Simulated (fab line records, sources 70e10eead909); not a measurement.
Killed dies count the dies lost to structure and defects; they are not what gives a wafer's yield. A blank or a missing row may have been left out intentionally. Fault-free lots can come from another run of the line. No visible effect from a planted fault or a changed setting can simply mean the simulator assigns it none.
Comparing a struck lot with a sound one | flow nandHarc | 12 steps out of a route of 1159
Sound: these wafers, L503.3, L503.4, L503.6. Struck: wafer L508.6. (L508.5 of the same lot was not struck and is left out.) The cause comes at the end.
At each step with rows: each side's tool, then ch and its chambers, then its first start. Under that, the readings that differ: sound wafers | struck wafers | difference of the means | sigmas: that difference in standard deviations of wafers without a fault.
alike: a reading whose means differ by less than 2 such deviations, as well as words and numbers matching on both sides. not compared: withheld readings; readings where some wafer has no value; bounds like >300 that might hide an equal value; numbers whose values overlap and for which the record gives no deviation.
Wherever a step has rows on one side only, a row that says differs or no value, or a row with sigmas, the two part there. Non-overlapping numbers with no deviation appear without sigmas and do not part them. A reading that every wafer of one side lacks parts them only if that side has two wafers or more.

first, 1 step without rows for these wafers: NHARC_A_SLIT_SRD_20.
NHARC_A_SLIT_CD_MEAS_21:
  sound on cdSem-03, day 15 08:55; struck on cdSem-01, day 16 21:42
  alike: cdNm
then, 3 steps without rows for these wafers: NHARC_A_SIN_REMOVE_WET_00 (chemistry H3PO4, time 15300 s); NHARC_A_SIN_REMOVE_PRECLEAN_01 (cleans in SC1); NHARC_A_SIN_REMOVE_SRD_02.
NHARC_A_SIN_REMOVE_INSPECT_04:
  sound on defectInspect-02, day 15 16:41; struck on defectInspect-02, day 17 05:22
  alike: rawDefectCount
NHARC_A_WL_FILL_ALD_00: deposits Al2O3, target thk 3 nm, pulse time 3 s, ald cycles 30.
  sound on aldHk-03 ch 1,2, day 15 16:49; struck on aldHk-01 ch 3, day 17 05:32
  alike: heaterPowerW, precursorPulseHeightRel
  not compared: sinceWetCleanH
NHARC_A_WL_FILL_RTA_01: time 5 s.
  sound on rtpAnneal-01 ch 0, day 15 17:08; struck on rtpAnneal-01 ch 0, day 17 05:48
  alike: lampPowerPct, lamp_zone_7_pct, wafer_temp_C_max
NHARC_A_WL_FILL_ALD_02: deposits TiN, target thk 2 nm, pulse time 3 s, ald cycles 100.
  sound on aldMetal-04 ch 0,2, day 15 17:18; struck on aldMetal-04 ch 3, day 17 06:06
reading          | sound        | struck | difference | sigmas
heaterPowerW (W) | 1038 991 988 | 1343   | +337       | +2
  alike: precursorPulseHeightRel
  not compared: sinceWetCleanH
NHARC_A_WL_FILL_CVD_03: deposits W, target thk 40 nm, time 3302 s.
  sound on cvdW-01 ch 0,1, day 15 18:41; struck on cvdW-01 ch 0, day 17 17:05
  alike: heaterPowerW, mfcWf6Sccm, throttleValvePct
  not compared: sinceWetCleanH
NHARC_A_WL_FILL_ETCHBACK_04: etches the open film in NF3, target depth 60 nm, time 120 s.
  sound on rieMetal-02 ch 0,1, day 15 21:09; struck on rieMetal-03 ch 1, day 17 18:40
reading        | sound             | struck | difference | sigmas
runLengthS (s) | 141.5 141.8 141.5 | 111.6  | -30.0      | -81
  alike: drypumpMotorCurrentA, oesProductAu
  not compared: rfHoursCounterH
NHARC_A_WL_FILL_ETCHBACK_05: etches the open film in Cl2/BCl3, target depth 22 nm, time 60 s.
  sound on rieMetal-02 ch 0,1, day 15 21:24; struck on rieMetal-03 ch 0, day 17 18:49
reading             | sound             | struck | difference | sigmas
oesProductAu (a.u.) | 1.005 0.999 1.000 | 1.024  | +0.023     | +2
runLengthS (s)      | 81.4 81.3 81.1    | 82.0   | +0.7       | +2
  alike: drypumpMotorCurrentA
  not compared: rfHoursCounterH

## WHERE THEY PART
Earliest at NHARC_A_WL_FILL_ALD_02; latest, in this record, at NHARC_A_WL_FILL_ETCHBACK_05.

WHY: what had been put in by the simulator
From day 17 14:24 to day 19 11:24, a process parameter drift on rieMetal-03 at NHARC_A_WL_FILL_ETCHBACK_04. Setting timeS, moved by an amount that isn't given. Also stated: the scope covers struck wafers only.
